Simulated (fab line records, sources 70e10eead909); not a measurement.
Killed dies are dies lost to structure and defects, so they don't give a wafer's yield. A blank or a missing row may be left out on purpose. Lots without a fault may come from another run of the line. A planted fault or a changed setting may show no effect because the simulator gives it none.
fab line records | flow nand_harc
record lots=14 wafers=42 last_day=30
route steps=1302 shown P_CONTACT@233 P_M0@261
lots that met no fault: from a run of the same line without faults
start_h: hours from the record's first day to the start of the lot's first wafer shown | wait_h: hours since the lot's step before | " the same as in the row above | L1.1+2: a row that stands for several wafers | - no value, or no start given | * or withheld: withheld | < > ~ a bound
route shown NAME@n: a module of which the file shows steps, and the number in the route of the first | usual: mean/standard deviation of fault-free wafers | same: alike in all rows | chamber/n: place in a boat | sites: the reading at each site | _std_site: their standard deviation | _edge_site: outer sites' mean less inner sites' | radius_mm: how far each site lies from the wafer's centre | mask NAME#n: copy n | behind: the tool/chamber that last shaped the wafer | hold: why the lot was held/for how many hours/how that ended | device: the transistor (n, p or np) that didn't switch | end of line: the same wafers' tests at the end of the route | a step without rows: its recipe alone | killed: dies lost to structure and defects at the first sort, not the wafer's yield | map: a wafer's dies, x killed, . not, _ none there
set.NAME: the setting as run; set.NAME@STEP: as run at that earlier step | model.NAME: the simulator's own value behind a step, which no gauge read
steps of the route over a sample of lots; a table a step, a row a wafer
services: from which hour (start_h, from the record's first day; less than 0 if before it) a tool's chamber was out of use, for how many hours, and why
## steps
# step NHARC_P_CONTACT_OVL_MEAS_13
# usual overlay_x_nm=-0.3/0.67 overlay_y_nm=0.1/0.75
# columns lot.wafer tool chamber start_h wait_h overlay_x_nm overlay_y_nm
L537.1 overlay-01 - 117.94 - -0.2 -0.6
L537.3 " - " " -0.2 -0.4
L537.4 " - " " 0.2 -0.7
L539.2 overlay-01 - 145.90 - -0.1 0.4
L539.4 " - " " -0.3 0.1
L539.5 " - " " -0.2 0.4
L540.1 overlay-01 - 148.55 - -1.5 0.7
L540.2 " - " " -1.3 0.5
L540.3 " - " " -1.2 0.4
L541.4 overlay-01 - 154.23 - -1.7 0.5
L541.5 " - " " -1.4 -0.4
L541.6 " - " " -1.5 0.3
L542.1 overlay-02 - 169.19 - -1.0 0.2
L542.4 " - " " -1.4 0.4
L542.6 " - " " -1.6 0.0
L543.1 overlay-01 - 179.82 - -0.2 -0.1
L543.4 " - " " -0.4 0.2
L543.5 " - " " -0.3 -0.1
L545.4 overlay-01 - 196.11 - 0.2 0.9
L545.5 " - " " 0.3 0.6
L545.6 " - " " 0.1 0.6
L548.1 overlay-01 - 226.32 - 0.1 0.1
L548.5 " - " " -0.2 0.5
L548.6 " - " " -0.2 0.3
L549.1 overlay-01 - 235.63 - -0.1 -0.3
L549.4 " - " " 0.5 -0.3
L549.5 " - " " 0.2 -0.2
L550.2 overlay-02 - 246.77 - -0.4 -0.2
L550.3 " - " " -0.2 0.3
L550.5 " - " " -0.6 0.7
L552.1 overlay-02 - 266.32 - 0.6 0.4
L552.2 " - " " 0.0 0.4
L552.6 " - " " 0.2 0.7
L551.1 overlay-01 - 267.14 - 0.0 -1.0
L551.3 " - " " 0.3 -1.1
L551.4 " - " " 0.1 -1.5
L559.1 overlay-01 - 343.88 - 1.2 -0.6
L559.3 " - " " 0.8 -1.0
L559.6 " - " " 0.8 -1.2
L560.1 overlay-02 - 357.21 - -1.3 0.8
L560.4 " - " " -1.3 0.4
L560.5 " - " " -1.0 0.1
# step NHARC_P_M0_PEB_07
# recipe peb_temp_c=100 peb_time_s=65
# usual heater_power_total_W=156.7/0.43 plate_temp_C=100.00/0.14
# columns lot.wafer tool chamber start_h wait_h heater_power_total_W plate_temp_C
L537.1 litho_track-04 0 121.97 0.1 157.1 100.03
L537.3 " 0 " " 157.3 99.75
L537.4 " 0 " " 157.0 99.99
L539.2 litho_track-04 0 149.91 0.1 157.2 100.00
L539.4 " 0 " " 157.2 100.00
L539.5 " 0 " " 157.1 100.00
L540.1 litho_track-04 0 152.41 0.1 156.3 100.01
L540.2 " 0 " " 156.1 99.89
L540.3 " 0 " " 156.0 100.16
L541.4 litho_track-04 0 158.22 0.0 155.9 100.00
L541.5 " 0 " " 156.0 100.08
L541.6 " 0 " " 157.0 100.01
L542.1 litho_track-01 0 173.24 0.1 156.8 99.77
L542.4 " 0 " " 157.2 99.79
L542.6 " 0 " " 156.9 100.04
L543.1 litho_track-04 0 183.76 0.1 157.0 99.78
L543.4 " 0 " " 156.0 99.83
L543.5 " 0 " " 156.2 99.95
L545.4 litho_track-04 0 200.09 0.0 156.2 100.10
L545.5 " 0 " " 155.9 100.08
L545.6 " 0 " " 156.4 100.03
L548.1 litho_track-06 0 230.37 0.1 157.1 100.27
L548.5 " 0 " " 157.2 100.05
L548.6 " 0 " " 157.1 100.08
L549.1 litho_track-04 0 239.64 0.1 157.1 100.03
L549.4 " 0 " " 156.7 100.15
L549.5 " 0 " " 157.0 100.20
L550.2 litho_track-06 0 250.79 0.1 156.2 100.05
L550.3 " 0 " " 157.2 99.98
L550.5 " 0 " " 157.0 100.05
L552.1 litho_track-06 0 270.39 0.1 156.3 99.86
L552.2 " 0 " " 156.4 99.82
L552.6 " 0 " " 156.5 99.83
L551.1 litho_track-06 0 271.42 0.1 157.2 99.90
L551.3 " 0 " " 156.9 99.82
L551.4 " 0 " " 156.8 99.75
L559.1 litho_track-06 0 347.87 0.1 148.2 96.04
L559.3 " 0 " " 147.3 95.95
L559.6 " 0 " " 147.6 95.71
L560.1 litho_track-06 0 361.22 0.1 147.1 95.96
L560.4 " 0 " " 147.9 96.10
L560.5 " 0 " " 148.2 96.03
# step NHARC_P_M0_OVL_MEAS_10
# recipe pitch_nm=180
# usual overlay_x_nm=-0.2/0.74 overlay_y_nm=-0.1/0.92
# columns lot.wafer tool chamber start_h wait_h overlay_x_nm overlay_y_nm
L537.1 overlay-01 - 122.13 - 0.5 -0.8
L537.3 " - " " 0.7 -0.5
L537.4 " - " " 0.1 -0.1
L539.2 overlay-02 - 150.08 - -1.1 -0.6
L539.4 " - " " -1.7 -0.4
L539.5 " - " " -1.5 -0.4
L540.1 overlay-02 - 152.58 - -0.5 -1.8
L540.2 " - " " 0.1 -1.8
L540.3 " - " " -0.4 -1.7
L541.4 overlay-02 - 158.38 - 1.0 -0.2
L541.5 " - " " 1.7 -0.2
L541.6 " - " " 1.7 -0.2
L542.1 overlay-01 - 173.41 - 0.1 1.4
L542.4 " - " " 0.6 1.2
L542.6 " - " " 0.0 1.2
L543.1 overlay-01 - 183.93 - -0.3 0.0
L543.4 " - " " -0.2 0.6
L543.5 " - " " -0.1 0.9
L545.4 overlay-02 - 200.27 - 0.2 -1.2
L545.5 " - " " 0.5 -0.8
L545.6 " - " " 0.0 -0.9
L548.1 overlay-02 - 230.54 - 1.3 0.9
L548.5 " - " " 1.7 0.4
L548.6 " - " " 1.1 1.4
L549.1 overlay-01 - 239.80 - -0.3 -0.3
L549.4 " - " " -1.0 0.4
L549.5 " - " " -0.1 -0.3
L550.2 overlay-01 - 250.97 - -0.6 -1.6
L550.3 " - " " -0.7 -1.2
L550.5 " - " " -0.5 -0.8
L552.1 overlay-02 - 270.57 - -0.4 -0.9
L552.2 " - " " 0.3 -1.1
L552.6 " - " " -0.4 -1.1
L551.1 overlay-02 - 271.58 - -0.8 -0.8
L551.3 " - " " -0.3 -0.6
L551.4 " - " " -0.2 -1.1
L559.1 overlay-02 - 348.04 - 0.4 -0.4
L559.3 " - " " 0.1 -0.7
L559.6 " - " " 0.0 0.4
L560.1 overlay-02 - 361.39 - -0.6 0.0
L560.4 " - " " -0.2 -0.6
L560.5 " - " " -0.7 -0.5
# step NHARC_P_M0_INSPECT_11
# usual raw_defect_count=3.9/2.4
# columns lot.wafer tool chamber start_h wait_h raw_defect_count
L537.1 defect_inspect-02 - 122.17 0.0 5
L537.3 " - " " 7
L537.4 " - " " 5
L539.2 defect_inspect-02 - 150.11 0.0 1
L539.4 " - " " 5
L539.5 " - " " 5
L540.1 defect_inspect-01 - 152.62 0.0 2
L540.2 " - " " 3
L540.3 " - " " 2
L541.4 defect_inspect-01 - 158.42 0.0 2
L541.5 " - " " 4
L541.6 " - " " 6
L542.1 defect_inspect-02 - 173.45 0.0 0
L542.4 " - " " 2
L542.6 " - " " 1
L543.1 defect_inspect-01 - 183.97 0.0 3
L543.4 " - " " 6
L543.5 " - " " 4
L545.4 defect_inspect-02 - 200.30 0.0 1
L545.5 " - " " 5
L545.6 " - " " 1
L548.1 defect_inspect-02 - 230.58 0.0 5
L548.5 " - " " 5
L548.6 " - " " 6
L549.1 defect_inspect-01 - 239.84 0.0 4
L549.4 " - " " 3
L549.5 " - " " 2
L550.2 defect_inspect-01 - 251.01 0.0 5
L550.3 " - " " 3
L550.5 " - " " 3
L552.1 defect_inspect-01 - 270.60 0.0 6
L552.2 " - " " 6
L552.6 " - " " 5
L551.1 defect_inspect-01 - 271.62 0.0 6
L551.3 " - " " 3
L551.4 " - " " 4
L559.1 defect_inspect-01 - 348.07 0.0 2
L559.3 " - " " 6
L559.6 " - " " 4
L560.1 defect_inspect-02 - 361.42 0.0 3
L560.4 " - " " 1
L560.5 " - " " 6
## services
# columns tool chamber start_h hours kind
litho_track-01 - 155.00 7.0 pm
litho_track-06 - 179.00 7.0 pm
litho_track-04 - 203.00 7.0 pm
litho_track-01 - 330.00 7.0 pm
litho_track-01 - 341.12 - consumable_replace:filter
litho_track-06 - 354.00 7.0 pm
## key
first_sign step=NHARC_P_M0_PEB_07 reading=plate_temp_C direction=down sigmas=28 usual=* struck=*
effect step=NHARC_P_M0_PEB_07 reading=heater_power_total_W direction=down sigmas=21 usual=* struck=*
met_at NHARC_P_M0_PEB_07
struck_lots L559,L560
later_rows_left_out L559.1,L559.3,L559.6,L560.1,L560.4,L560.5
sort_left_out L559.1,L559.3,L559.6,L560.1,L560.4,L560.5
not_acting_at NHARC_P_CONTACT_OVL_MEAS_13,NHARC_P_M0_OVL_MEAS_10,NHARC_P_M0_INSPECT_11
onset_between 271.42 347.87
fault kind=process_parameter_drift tool=litho_track-06 chamber=- onset_h=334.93 steps=NHARC_P_M0_PEB_07 channel=peb_temp_c offset=* shape=step end_h=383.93 acts_in=* stated=*
# sort_left_out: the simulated sort isn't trusted on such a fault, so these wafers' sort isn't shown, and their yield isn't known
# later_rows_left_out: the simulator's readings of these wafers behind a module that went badly wrong aren't trusted and aren't shown, but for the sort
